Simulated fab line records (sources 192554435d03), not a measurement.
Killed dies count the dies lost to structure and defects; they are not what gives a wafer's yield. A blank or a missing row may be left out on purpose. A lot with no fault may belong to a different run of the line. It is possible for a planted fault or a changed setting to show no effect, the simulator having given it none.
Chamber matching	flow n5-finfet	rie-diel-03 running N5_BEOL_M13_ETCH_67: 4 sister chambers
The step etches SiARC in CF4, target depth 143 nm, time 238.3 s. 4 wafers are shown with their chamber, then 7 later ones without.

WAFERS WITH THEIR CHAMBER
wafer	chamber	showerhead-plenum-p-Torr (Torr)
L083.5	0	2.11
L087.4	1	2.04
L090.2	3	2.15
L090.4	2	2.21

WAFERS MISSING THEIR CHAMBER
wafer	showerhead-plenum-p-Torr (Torr)
L090.5	2.04
L096.1	2.11
L096.3	2.15
L096.6	2.11
L094.1	2.20
L094.2	2.03
L094.6	2.11

EACH ONE'S CHAMBER
wafer	from the rows above	in truth
L090.5	1	1
L096.1	0	0
L096.3	3	3
L096.6	0	0
L094.1	2	2
L094.2	1	1
L094.6	0	0
7 of 7 placed correctly. From these rows, 0 cannot be placed. 0 placed wrongly.
How it was worked out, from the rows above alone: a wafer's distance from a chamber is the root of the sum, over the readings, of the square of ((its reading less the chamber's mean) divided by the reading's scatter). If the next closest chamber is less than 2 further off than the closest, the wafer can't be placed; otherwise it belongs to the closest. The mean given for a chamber averages the wafers shown for that chamber. The scatter: with one shown wafer a chamber, the root of the mean of the squares of how far each hidden wafer lies from its nearest shown one.
